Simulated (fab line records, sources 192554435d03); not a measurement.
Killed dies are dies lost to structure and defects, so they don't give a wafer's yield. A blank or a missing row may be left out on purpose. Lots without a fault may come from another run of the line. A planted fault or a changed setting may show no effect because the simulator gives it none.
fab line records | flow n5_finfet
record lots=6 wafers=18 last_day=17
route steps=1938 shown BEOL_M12@1611
lots that met no fault: from a run of the same line without faults
start_h: hours from the record's first day to the start of the lot's first wafer shown | wait_h: hours since the lot's step before | " the same as in the row above | L1.1+2: a row that stands for several wafers | - no value, or no start given | * or withheld: withheld | < > ~ a bound
route shown NAME@n: a module of which the file shows steps, and the number in the route of the first | usual: mean/standard deviation of fault-free wafers | same: alike in all rows | chamber/n: place in a boat | sites: the reading at each site | _std_site: their standard deviation | _edge_site: outer sites' mean less inner sites' | radius_mm: how far each site lies from the wafer's centre | mask NAME#n: copy n | behind: the tool/chamber that last shaped the wafer | hold: why the lot was held/for how many hours/how that ended | device: the transistor (n, p or np) that didn't switch | end of line: the same wafers' tests at the end of the route | a step without rows: its recipe alone | killed: dies lost to structure and defects at the first sort, not the wafer's yield | map: a wafer's dies, x killed, . not, _ none there
set.NAME: the setting as run; set.NAME@STEP: as run at that earlier step | model.NAME: the simulator's own value behind a step, which no gauge read
lots at some steps of the route; a table a step, a row a wafer
services: from which hour (start_h, from the record's first day; less than 0 if before it) a tool's chamber was out of use, for how many hours, and why
## steps
# step N5_BEOL_M12_HARDBAKE_14
# recipe temp_c=130 time_s=120
# step N5_BEOL_M12_CD_MEAS_10
# recipe target_cd_nm=140 landing_energy_ev=500 detector=se_inlens polarity=opening
# usual cd_nm=139.3/2
# columns lot.wafer tool chamber start_h wait_h cd_nm
L111.1 cd_sem-02 0 239.37 - 144.1
L111.3 " 0 " " 141.4
L111.6 " 0 " " 138.6
L110.1 cd_sem-02 0 248.41 - 140.0
L110.4 " 0 " " 137.3
L110.5 " 0 " " 136.6
L113.1 cd_sem-02 0 254.40 - 137.6
L113.2 " 0 " " 141.2
L113.4 " 0 " " 138.3
L116.1 cd_sem-01 0 285.77 - 139.1
L116.4 " 0 " " 138.3
L116.6 " 0 " " 140.1
L121.2 cd_sem-02 0 297.95 - 141.8
L121.4 " 0 " " 141.1
L121.5 " 0 " " 140.9
L129.2 cd_sem-02 0 366.07 - 142.1
L129.4 " 0 " " 137.4
L129.6 " 0 " " 142.0
# step N5_BEOL_M12_OVL_MEAS_11
# recipe points_per_wafer=44
# usual V11_OVL=-2/6.1
# same points_per_wafer=44
# columns lot.wafer tool chamber start_h wait_h V11_OVL[nm]
L111.1 overlay-01 0 239.40 0.0 -4
L111.3 " 0 " " -8
L111.6 " 0 " " 6
L110.1 overlay-01 0 248.44 0.0 2
L110.4 " 0 " " -5
L110.5 " 0 " " -10
L113.1 overlay-02 0 254.43 0.0 4
L113.2 " 0 " " -1
L113.4 " 0 " " 5
L116.1 overlay-01 0 285.80 0.0 -9
L116.4 " 0 " " -7
L116.6 " 0 " " -8
L121.2 overlay-02 0 297.98 0.0 3
L121.4 " 0 " " 4
L121.5 " 0 " " 4
L129.2 overlay-02 0 366.10 0.0 1
L129.4 " 0 " " -2
L129.6 " 0 " " -4
# step N5_BEOL_M12_INSPECT_12
# recipe mode=adi inspect_instrument=macro
# usual raw_defect_count=2.2/1.6
# columns lot.wafer tool chamber start_h wait_h raw_defect_count
L111.1 defect_inspect-01 - 239.42 0.0 1
L111.3 " - " " 3
L111.6 " - " " 1
L110.1 defect_inspect-02 - 248.47 0.0 2
L110.4 " - " " 2
L110.5 " - " " 3
L113.1 defect_inspect-01 - 254.45 0.0 4
L113.2 " - " " 3
L113.4 " - " " 0
L116.1 defect_inspect-01 - 285.83 0.0 2
L116.4 " - " " 1
L116.6 " - " " 4
L121.2 defect_inspect-02 - 298.01 0.0 3
L121.4 " - " " 1
L121.5 " - " " 2
L129.2 defect_inspect-02 - 366.12 0.0 1
L129.4 " - " " 4
L129.6 " - " " 2
# step N5_BEOL_M12_DESCUM_15
# recipe chemistry=O2 time_s=7.9 source_power_w=50 bias_power_w=20 pressure_mtorr=20 rf_frequency_hz=2.712e+07 temp_c=40 o2_flow_sccm=225
# usual bias_power_w=20.00/0.062 drypump_motor_current_A=5.8/0.55 oes_product_au=0.77/0.075 rf_vpp_V=243.0/1.3 showerhead_plenum_p_Torr=2.08/0.064 throttle_valve_pct=20.52/0.24
# columns lot.wafer tool chamber start_h wait_h bias_power_w drypump_motor_current_A oes_product_au rf_hours_counter_h rf_vpp_V showerhead_plenum_p_Torr throttle_valve_pct
L111.1 rie_diel-04 1 239.64 0.2 20.02 6.0 0.70 238 242.9 2.08 20.98
L111.3 " 3 " " 19.99 5.3 0.74 188 241.2 2.00 20.67
L111.6 " 0 " " 20.04 6.8 0.71 - 241.5 1.99 20.85
L110.1 rie_diel-04 2 248.50 0.0 20.03 6.1 0.84 71 243.4 2.02 20.12
L110.4 " 0 " " 20.00 6.8 0.70 224 242.2 1.98 20.86
L110.5 " 1 " " 19.96 6.0 0.69 - 241.8 2.08 20.97
L113.1 rie_diel-01 3 254.49 0.0 19.97 6.2 0.79 84 244.6 2.11 19.96
L113.2 " 0 " " 19.97 5.3 0.83 71 243.2 2.12 20.43
L113.4 " 1 " " 20.08 5.5 0.79 94 243.0 2.14 20.43
L116.1 rie_diel-02 2 285.86 0.0 19.78 5.8 0.72 216 243.6 2.16 20.51
L116.4 " 0 " " 19.91 5.6 0.90 18 245.9 2.16 20.49
L116.6 " 3 " " 19.97 5.0 0.71 - 243.1 2.05 20.76
L121.2 rie_diel-01 1 298.04 0.0 20.01 5.5 0.78 108 244.0 2.13 20.48
L121.4 " 0 " " 19.98 5.3 0.82 84 244.2 2.11 20.46
L121.5 " 1 " " 19.94 5.5 0.78 - 244.5 2.13 20.46
L129.2 rie_diel-04 2 366.43 0.3 20.05 6.2 0.79 120 242.2 2.01 20.19
L129.4 " 1 " " 19.95 6.0 0.92 29 241.6 2.07 20.68
L129.6 " 3 " " 19.94 5.3 0.71 - 241.4 1.99 20.73
# step N5_BEOL_M12_ETCH_59
# recipe chemistry=N2/H2 target=BARC target_depth_a=890 overetch_a=267 time_s=67.9 ion_energy_ev=200 pressure_mtorr=30 source_w=840 bias_w=150 n2_flow_sccm=200 h2_flow_sccm=200
# usual drypump_motor_current_A=5.8/0.55 oes_product_au=0.66/0.061 rf_vpp_V=523.5/2.3 showerhead_plenum_p_Torr=2.53/0.074 throttle_valve_pct=17.94/0.28
# columns lot.wafer tool chamber start_h wait_h drypump_motor_current_A oes_product_au rf_hours_counter_h rf_vpp_V showerhead_plenum_p_Torr throttle_valve_pct
L111.1 rie_diel-04 1 239.67 0.0 6.0 0.61 238 522.0 2.51 18.39
L111.3 " 3 " " 5.3 0.64 188 519.7 2.43 18.17
L111.6 " 0 " " 6.8 0.61 - 519.2 2.39 18.17
L110.1 rie_diel-04 2 248.54 0.0 6.2 0.70 71 521.7 2.47 17.61
L110.4 " 0 " " 6.8 0.60 224 520.9 2.39 18.19
L110.5 " 1 " " 6.0 0.60 - 522.2 2.51 18.40
L113.1 rie_diel-01 3 254.52 0.0 6.2 0.68 84 525.7 2.58 17.56
L113.2 " 0 " " 5.3 0.71 71 524.2 2.55 17.63
L113.4 " 1 " " 5.5 0.67 94 524.4 2.57 17.70
L116.1 rie_diel-02 2 285.90 0.0 5.9 0.62 216 526.0 2.62 17.89
L116.4 " 0 " " 5.6 0.76 18 523.7 2.61 17.87
L116.6 " 3 " " 5.0 0.60 - 525.1 2.52 18.46
L121.2 rie_diel-01 1 298.08 0.0 5.5 0.66 108 525.2 2.56 17.73
L121.4 " 0 " " 5.3 0.71 84 524.2 2.54 17.65
L121.5 " 1 " " 5.5 0.67 - 523.9 2.56 17.73
L129.2 rie_diel-04 2 366.47 0.0 6.1 0.67 120 521.0 2.45 17.69
L129.4 " 1 " " 6.0 0.78 29 521.6 2.49 18.03
L129.6 " 3 " " 5.3 0.60 - 520.4 2.41 18.26
# step N5_BEOL_M12_VIA_ETCH_16
# recipe chemistry=C4F8/O2/Ar target=SiOC pressure_mtorr=30 source_w=3000 bias_w=700 Ar_flow_sccm=400 C4F8_flow_sccm=15 O2_flow_sccm=8 he_inner_torr=15 he_outer_torr=30 target_depth_a=7248 time_s=withheld ion_energy_ev=250 ends=cleared
# usual drypump_motor_current_A=5.8/0.55 mfc_ar_sccm=400.0/1.2 oes_product_au=0.70/0.067 rf_vpp_V=665.1/2.8 showerhead_plenum_p_Torr=3.40/0.097 throttle_valve_pct=24.28/0.25
# columns lot.wafer tool chamber start_h wait_h drypump_motor_current_A mfc_ar_sccm oes_product_au rf_vpp_V showerhead_plenum_p_Torr throttle_valve_pct
L111.1 rie_diel-04 1 239.72 0.0 6.0 399.6 0.64 665.0 3.36 24.52
L111.3 " 3 " " 5.3 399.3 0.67 661.8 3.28 24.47
L111.6 " 0 " " 6.8 400.8 0.64 660.1 3.25 24.60
L110.1 rie_diel-04 2 248.59 0.0 6.1 400.6 0.75 664.0 3.30 23.84
L110.4 " 0 " " 6.8 399.6 0.63 660.8 3.25 24.59
L110.5 " 1 " " 6.0 399.9 0.63 665.4 3.36 24.55
L113.1 rie_diel-01 3 254.58 0.0 6.3 400.0 0.72 666.6 3.45 23.78
L113.2 " 0 " " 5.3 400.7 0.75 667.8 3.47 24.29
L113.4 " 1 " " 5.5 399.1 0.71 664.4 3.48 24.23
L116.1 rie_diel-02 2 285.95 0.0 5.8 400.5 0.64 667.2 3.51 24.20
L116.4 " 0 " " 5.6 400.3 0.81 669.7 3.48 24.17
L116.6 " 3 " " 5.1 399.3 0.63 663.8 3.37 24.68
L121.2 rie_diel-01 1 298.13 0.0 5.4 399.7 0.71 666.5 3.47 24.25
L121.4 " 0 " " 5.3 399.4 0.74 664.0 3.46 24.33
L121.5 " 1 " " 5.5 399.3 0.71 666.1 3.47 24.23
L129.2 rie_diel-04 2 366.52 0.0 6.2 401.6 0.71 662.6 3.27 23.87
L129.4 " 1 " " 6.0 400.4 0.82 663.0 3.34 24.29
L129.6 " 3 " " 5.3 399.0 0.64 661.3 3.26 24.51
# step N5_BEOL_M12_STRIP_63
# recipe chemistry=N2/H2 power_w=1000 temp_c=250 h2_frac=0.65 overash_fraction=0.3 pressure_mtorr=1000 n2_flow_sccm=1750 h2_flow_sccm=3250
# usual drypump_motor_current_A=5.8/0.54 heater_power_w=357/43 oes_product_au=0.693/0.0046 strip_time_to_endpoint_s=42.3/0.74
# columns lot.wafer tool chamber start_h wait_h drypump_motor_current_A heater_power_w oes_product_au rf_hours_counter_h strip_time_to_endpoint_s
L111.1 plasma_asher-02 1 239.92 - 5.6 335 0.701 120 44.2
L111.3 " 0 " " 4.8 326 0.692 - 43.0
L111.6 " 1 " " 5.6 342 0.689 - 42.2
L110.1 plasma_asher-01 1 248.79 - 6.0 322 0.694 72 41.5
L110.4 " 1 " " 6.0 326 0.689 - 42.7
L110.5 " 1 " " 6.0 328 0.688 - 42.1
L113.1 plasma_asher-02 0 254.78 - 4.8 332 0.696 123 42.2
L113.2 " 1 " " 5.6 332 0.696 123 42.7
L113.4 " 1 " " 5.6 333 0.701 - 41.7
L116.1 plasma_asher-02 1 286.15 - 5.6 336 0.689 129 42.3
L116.4 " 0 " " 4.8 334 0.688 - 41.9
L116.6 " 1 " " 5.6 326 0.685 - 41.8
L121.2 plasma_asher-01 1 298.33 - 6.1 321 0.693 82 42.7
L121.4 " 0 " " 6.3 419 0.686 - 42.2
L121.5 " 1 " " 6.0 325 0.706 - 42.4
L129.2 plasma_asher-01 0 366.72 - 6.2 428 0.697 96 41.8
L129.4 " 0 " " 6.2 422 0.693 - 42.4
L129.6 " 0 " " 6.3 419 0.689 - 41.3
# step N5_BEOL_M12_STRIP_64
# recipe chemistry=N2/H2 power_w=1000 temp_c=250 h2_frac=0.65 overash_fraction=0.3 pressure_mtorr=withheld n2_flow_sccm=1750 h2_flow_sccm=3250
# usual drypump_motor_current_A=5.8/0.53 heater_power_w=356/43 oes_product_au=0.716/0.0044 strip_time_to_endpoint_s=31.36/0.068
# columns lot.wafer tool chamber start_h wait_h drypump_motor_current_A heater_power_w oes_product_au rf_hours_counter_h strip_time_to_endpoint_s
L111.1 plasma_asher-02 1 239.98 0.0 5.6 336 0.715 120 31.53
L111.3 " 0 " " 4.8 322 0.721 - 31.49
L111.6 " 1 " " 5.6 344 0.718 - 31.46
L110.1 plasma_asher-01 1 248.85 0.0 6.0 320 0.715 72 31.28
L110.4 " 1 " " 6.0 320 0.716 - 31.34
L110.5 " 1 " " 6.0 334 0.715 - 31.24
L113.1 plasma_asher-02 0 254.84 0.0 4.8 327 0.723 123 31.37
L113.2 " 1 " " 5.6 333 0.716 123 31.33
L113.4 " 1 " " 5.5 347 0.715 - 31.36
L116.1 plasma_asher-02 1 286.21 0.0 5.6 345 0.711 129 31.44
L116.4 " 0 " " 4.9 319 0.714 - 31.34
L116.6 " 1 " " 5.6 334 0.706 - 31.29
L121.2 plasma_asher-01 1 298.39 0.0 6.0 329 0.715 83 31.38
L121.4 " 0 " " 6.3 410 0.722 - 31.38
L121.5 " 1 " " 6.0 323 0.723 - 31.38
L129.2 plasma_asher-01 0 366.78 0.0 6.3 421 0.711 96 31.22
L129.4 " 0 " " 6.3 423 0.723 - 31.25
L129.6 " 0 " " 6.2 421 0.727 - 31.21
# step N5_BEOL_M12_STRIP_71
# recipe chemistry=post_etch_residue_remover time_s=60 temp_c=25 remover_ph=withheld remover_water_wt_pct=withheld remover_fluoride_wt_pct=withheld
# step N5_BEOL_M12_SRD_72
# recipe time_s=30 temp_c=23 rinse_liquid=diw dry=n2_spin spin_rpm=1500 dry_time_s=30
# step N5_BEOL_M12_CD_MEAS_17
# recipe target_cd_nm=140 polarity=opening
# usual cd_nm=139.5/2.1
# columns lot.wafer tool chamber start_h wait_h cd_nm
L111.1 cd_sem-03 - 240.13 0.0 146.9
L111.3 " - " " 142.7
L111.6 " - " " 140.6
L110.1 cd_sem-02 - 248.99 0.0 141.2
L110.4 " - " " 138.4
L110.5 " - " " 138.3
L113.1 cd_sem-03 - 254.98 0.0 138.6
L113.2 " - " " 142.4
L113.4 " - " " 140.2
L116.1 cd_sem-01 - 286.36 0.0 138.4
L116.4 " - " " 140.0
L116.6 " - " " 139.4
L121.2 cd_sem-03 - 298.54 0.0 141.1
L121.4 " - " " 141.5
L121.5 " - " " 141.2
L129.2 cd_sem-02 - 366.93 0.0 143.5
L129.4 " - " " 136.9
L129.6 " - " " 142.6
# step N5_BEOL_M12_COAT_65
# recipe resist=SOC temp_c=250 time_s=60 spin_rpm=1500 resist_thk_nm=300
# usual resist_line_temp_C=23.00/0.13 spin_speed_rpm=1499.9/0.93
# columns lot.wafer tool chamber start_h wait_h resist_line_temp_C spin_speed_rpm model.SOC_of_BEOL_M12_COAT_65.thk_nm
L111.1 litho_track-01 0 240.17 0.0 22.93 1501.3 300.2
L111.3 " 0 " " 22.72 1499.7 300.4
L111.6 " 0 " " 22.79 1500.1 299.6
L110.1 litho_track-01 0 249.03 0.0 23.01 1269.1 327
L110.4 " 0 " " 23.06 1270.7 326.2
L110.5 " 0 " " 23.03 1270.1 326.4
L113.1 litho_track-01 0 255.02 0.0 22.94 1266.8 327.2
L113.2 " 0 " " 22.93 1266.9 326.4
L113.4 " 0 " " 22.93 1267.4 327.8
L116.1 litho_track-03 0 286.39 0.0 23.07 1500.3 301.6
L116.4 " 0 " " 22.84 1500.1 302.4
L116.6 " 0 " " 22.98 1500.5 301.8
L121.2 litho_track-03 0 298.57 0.0 23.16 1500.5 301.4
L121.4 " 0 " " 23.07 1499.8 301
L121.5 " 0 " " 22.89 1500.1 300.4
L129.2 litho_track-02 0 366.96 0.0 22.87 1498.3 299
L129.4 " 0 " " 22.93 1499.3 299
L129.6 " 0 " " 22.97 1500.2 299.4
# step N5_BEOL_M12_COAT_66
# recipe resist=SiARC temp_c=220 time_s=60 spin_rpm=1500 resist_thk_nm=110
## services
# columns tool chamber start_h hours kind
rie_diel-01 - 226.88 11.4 repair
litho_track-02 - 268.38 - consumable_replace:filter
rie_diel-02 0 269.78 9.7 repair
rie_diel-01 - 271.78 1.1 repair
rie_diel-04 1 272.31 - clean
rie_diel-04 1 272.31 - consumable_replace:focus_ring
rie_diel-04 1 272.31 14.9 scheduled_down
rie_diel-04 1 272.31 14.9 vent_cycle
litho_track-02 - 298.66 - consumable_replace:filter
rie_diel-04 0 317.81 - clean
rie_diel-04 0 317.81 - consumable_replace:focus_ring
rie_diel-04 0 317.81 - consumable_replace:showerhead
rie_diel-04 0 317.81 13.8 scheduled_down
rie_diel-04 0 317.81 13.8 vent_cycle
litho_track-02 - 320.02 - consumable_replace:filter
## key
first_sign step=N5_BEOL_M12_COAT_65 reading=spin_speed_rpm direction=down sigmas=99+ usual=* struck=*
effect none on later readings
model_effect step=N5_BEOL_M12_COAT_65 value=SOC_of_BEOL_M12_COAT_65.thk_nm without=300.5 struck=326.8
met_at N5_BEOL_M12_COAT_65
struck_wafers L110.1,L110.4,L110.5,L113.1,L113.2,L113.4
rows_end L113.1,L113.2,L113.4
onset_between 240.17 249.03
fault kind=process_parameter_drift tool=litho_track-01 chamber=- onset_h=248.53 steps=N5_BEOL_M12_COAT_65 channel=spin_rpm offset=* shape=step acts_in=* stated=*
# rows_end: these wafers met a further fault down the route, and their rows from its step on are left out
